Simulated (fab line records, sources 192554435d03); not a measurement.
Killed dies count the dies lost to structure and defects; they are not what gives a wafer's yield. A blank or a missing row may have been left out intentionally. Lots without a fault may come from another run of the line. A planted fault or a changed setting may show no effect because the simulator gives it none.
3 desks looking at one fault	flow n5 finfet	every desk sees just its own numbers, and what lay behind them comes last

THE DEFECT DESK
Per lot, the means of the sampled wafers with a number show what the inspections along the route counted. Marked OUT: a lot whose mean sits more than 4 standard deviations from the usual mean, which makes it out of limits; the brackets give that distance.
Columns: A = raw defect count at N5_BEOL_M0_SAQP_INSPECT_16, usual 481
lot	first seen here	A
L554	day 5 13:43	321
L557	day 6 07:04	359
L558	day 6 12:59	614
L560	day 7 07:58	456
L564	day 8 00:29	536
L566	day 8 11:55	392
L572	day 9 19:32	402
L573	day 10 03:44	538
L576	day 10 23:58	598
This desk's finding: nothing out of limits on any of the 9 lots.

THE TOOL OWNER'S DESK: rie si-05
The tool's own readings at N5_BEOL_M0_SAQP_MANDREL_ETCH_20 (etches a-Si in HBr/Cl2, stops on SiNx, target depth 60 nm, bt time 10 s, time 30 s): means of the sampled wafers that have a number, for each lot that ran on this tool. Marked OUT: a lot whose mean sits more than 4 standard deviations from the usual mean, which makes it out of limits; the brackets give that distance.
Columns: A = HBr_flow_sccm at N5_BEOL_M0_SAQP_MANDREL_ETCH_20, usual 149.9 sccm; B = drypump motor current A at N5_BEOL_M0_SAQP_MANDREL_ETCH_20, usual 5.6 A; C = oes product au at N5_BEOL_M0_SAQP_MANDREL_ETCH_20, usual 0.775 a.u.; D = throttle valve pct at N5_BEOL_M0_SAQP_MANDREL_ETCH_20, usual 35.2 %
lot	first seen here	A	B	C	D
L564	day 8 01:05	150.0	5.6	0.764	35.1
L566	day 8 12:13	150.0	5.6	0.736	35.3
This desk's finding: nothing out of limits on any of the 2 lots.

THE METROLOGY DESK
What the gauges read for every lot (on any tool): the sampled wafers with a number, averaged. Marked OUT: a lot whose mean sits more than 4 standard deviations from the usual mean, which makes it out of limits; the brackets give that distance. 7 of its 11 readings are shown, namely those furthest out on some lot.
Columns: A = DIBL_N at N5_BEOL_M4_RC_MEAS_101, usual 36.0 mV/V; B = DIBL_P at N5_BEOL_M4_RC_MEAS_101, usual 35.9 mV/V; C = IOFF_N at N5_BEOL_M4_RC_MEAS_101, usual 0.16 nA/um; D = IOFF_P at N5_BEOL_M4_RC_MEAS_101, usual 0.21 nA/um; E = ION_P at N5_BEOL_M4_RC_MEAS_101, usual 463 uA/um; F = SS_P at N5_BEOL_M4_RC_MEAS_101, usual 73.2 mV/dec; G = VT_N at N5_BEOL_M4_RC_MEAS_101, usual 250 mV
lot	first seen here	A	B	C	D	E	F	G
L554	day 5 15:43	33.9	33.0	0.12	0.18	461	72.4	253
L557	day 6 08:40	34.9	35.2	0.14	0.17	449	73.4	250
L558	day 6 14:34	33.1	32.1	0.11	0.15	459	73.1	258
L560	day 7 09:57	40.7	39.7	0.22	0.26	469	74.2	247
L564	day 8 02:31	35.0	35.4	0.14	0.17	458	72.3	249
L566	day 8 16:23	35.2	36.0	0.15	0.19	461	72.8	248
L572	day 9 21:08	37.9	35.9	0.16	0.21	466	73.4	249
L573	day 10 05:23	39.0	40.1	0.20	0.26	473	73.4	247
L576	day 11 02:43	36.0	38.0	0.19	0.23	465	73.9	245
This desk's finding: nothing out of limits on any of the 9 lots.

PUT TOGETHER
No out-of-limits result turned up at the defect desk.
The tool owner's desk saw nothing out of limits.
Nothing out of limits was seen by the metrology desk.

WHAT HAD BEEN PUT IN BY THE SIMULATOR
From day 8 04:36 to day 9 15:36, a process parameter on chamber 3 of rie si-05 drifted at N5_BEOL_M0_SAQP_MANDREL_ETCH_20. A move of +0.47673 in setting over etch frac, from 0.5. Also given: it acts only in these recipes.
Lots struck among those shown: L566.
